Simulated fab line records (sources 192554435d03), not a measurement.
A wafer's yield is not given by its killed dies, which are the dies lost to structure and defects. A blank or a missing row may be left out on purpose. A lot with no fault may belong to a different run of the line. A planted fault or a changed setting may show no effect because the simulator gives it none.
Struck lot and sound lot, side by side || flow n5-finfet || 16 steps out of a route of 1938
Sound: wafers L396.2, L396.3, L396.6. Wafers L404.2, L404.5 were the ones struck. The cause comes at the end.
At each step with rows: each side's tool, then ch and its chambers, then its first start. Under that, the readings that differ: sound wafers || struck wafers || difference of the means || sigmas: that difference in standard deviations of wafers without a fault.
alike: words and numbers the same on both sides, and readings whose means are apart by under 2 such deviations; not compared: readings that were withheld, readings missing a value for some wafer, numbers with overlapping values and no deviation given by the record, and bounds like >300 which may hide the same value.
Wherever a step has rows on one side only, a row that says differs or no value, or a row with sigmas, the two part there. Numbers that don't overlap but have no deviation are shown without sigmas and don't part them. A reading that every wafer of one side lacks parts them only if that side has two wafers or more.

first, 6 steps without rows for these wafers: N5_MOL_CONTACT_COAG_COAT_34 (resist thk 40 nm); N5_MOL_CONTACT_COAG_EBR_36; N5_MOL_CONTACT_COAG_SOFTBAKE_35 (time 60 s); N5_MOL_CONTACT_COAG_EXPOSE_37 (exposes mask VD, defocus 0 nm); N5_MOL_CONTACT_COAG_PEB_38 (peb time 60 s); N5_MOL_CONTACT_COAG_DEVELOP_39 (develop time 30 s).
N5_MOL_CONTACT_COAG_CD_MEAS_40: the cd target is 25.1 nm.
  sound on cd-sem-02 ch 0, day 5 11:48; struck on cd-sem-03 ch 0, day 7 12:09
  alike: cd-nm
N5_MOL_CONTACT_COAG_OVL_MEAS_41:
  sound on overlay-01 ch 0, day 5 11:50; struck on overlay-01 ch 0, day 7 12:11
  alike: VD_OVL
N5_MOL_CONTACT_COAG_INSPECT_42: inspects for defects (brightfield).
  sound: defect-inspect-01 at day 5 11:53; struck: defect-inspect-01 at day 7 12:14
  alike: raw-defect-count
N5_MOL_CONTACT_COAG_DESCUM_45: chemistry O2, time 7 s.
  sound on rie-diel-04 ch 0,2, day 5 11:55; struck on rie-diel-03 ch 1,3, day 7 12:17
  alike: drypump-motor-current-A, oes-product-au, rf-vpp-V, showerhead-plenum-p-Torr, throttle-valve-pct
  not compared: rf-hours-counter-h
N5_MOL_CONTACT_COAG_ETCH_65: etches underlayer in N2/H2, target depth 13 nm, time 10.4 s.
  sound on rie-diel-04 ch 0,2, day 5 11:58; struck on rie-diel-03 ch 1,3, day 7 12:19
  alike: drypump-motor-current-A, etch-rf-on-time-s, oes-product-au, rf-vpp-V, showerhead-plenum-p-Torr, throttle-valve-pct
  not compared: rf-hours-counter-h
N5_MOL_CONTACT_COAG_ETCH_66: etches SiARC in CF4, target depth 13 nm, time 21.7 s.
  sound on rie-diel-04 ch 0,2, day 5 11:58; struck on rie-diel-03 ch 1,3, day 7 12:20
  alike: drypump-motor-current-A, etch-rf-on-time-s, oes-product-au, rf-vpp-V, showerhead-plenum-p-Torr, throttle-valve-pct
  not compared: rf-hours-counter-h
N5_MOL_CONTACT_COAG_ALD_133: deposits SiO2, target thk 5 nm, pulse time 1 s, co reactant pulse time 1 s.
  sound on ald-sin-02 ch 1,3, day 5 12:03; struck on ald-sin-01 ch 0, day 7 13:29
{"reading": "ald-cycles", "sound": "35 35 35", "struck": "19 19", "difference": -16, "sigmas": ""}
{"reading": "model.SiO2_of_MOL_CONTACT_COAG_ALD_133.thk-nm (nm)", "sound": "5 5 5", "struck": "2.6 2.6", "difference": -2.4, "sigmas": ""}
  alike: heater-power-outer-w, heater-power-w, precursor-pulse-height-rel
N5_MOL_CONTACT_COAG_ETCHBACK_134: etches SiO2 in CHF3, target depth 10 nm, time 6.7 s.
  sound on rie-diel-03 ch 1,2, day 5 12:14; struck on rie-diel-01 ch 2,3, day 7 13:40
  alike: drypump-motor-current-A, oes-product-au, rf-vpp-V, showerhead-plenum-p-Torr, throttle-valve-pct
  not compared: rf-hours-counter-h
N5_BEOL_M4_RC_MEAS_101:
  the record has rows for the sound wafers here (prober-01 ch 0, day 9 09:25) and none for the struck ones
-- record jumps: 8 days separate the struck wafers' starts on either side; left off in module BEOL_M4, taken up again in module PASSIVATION, whose first shown step is the route's number 1936 --
N5_PASSIVATION_PROBE_49:
  only the struck wafers here have rows in the record (prober-02, day 15 21:28); the sound ones have none

== WHERE THEY PART ==
First at N5_BEOL_M4_RC_MEAS_101; last, within this record, at N5_PASSIVATION_PROBE_49.

WHY: what had been put in by the simulator
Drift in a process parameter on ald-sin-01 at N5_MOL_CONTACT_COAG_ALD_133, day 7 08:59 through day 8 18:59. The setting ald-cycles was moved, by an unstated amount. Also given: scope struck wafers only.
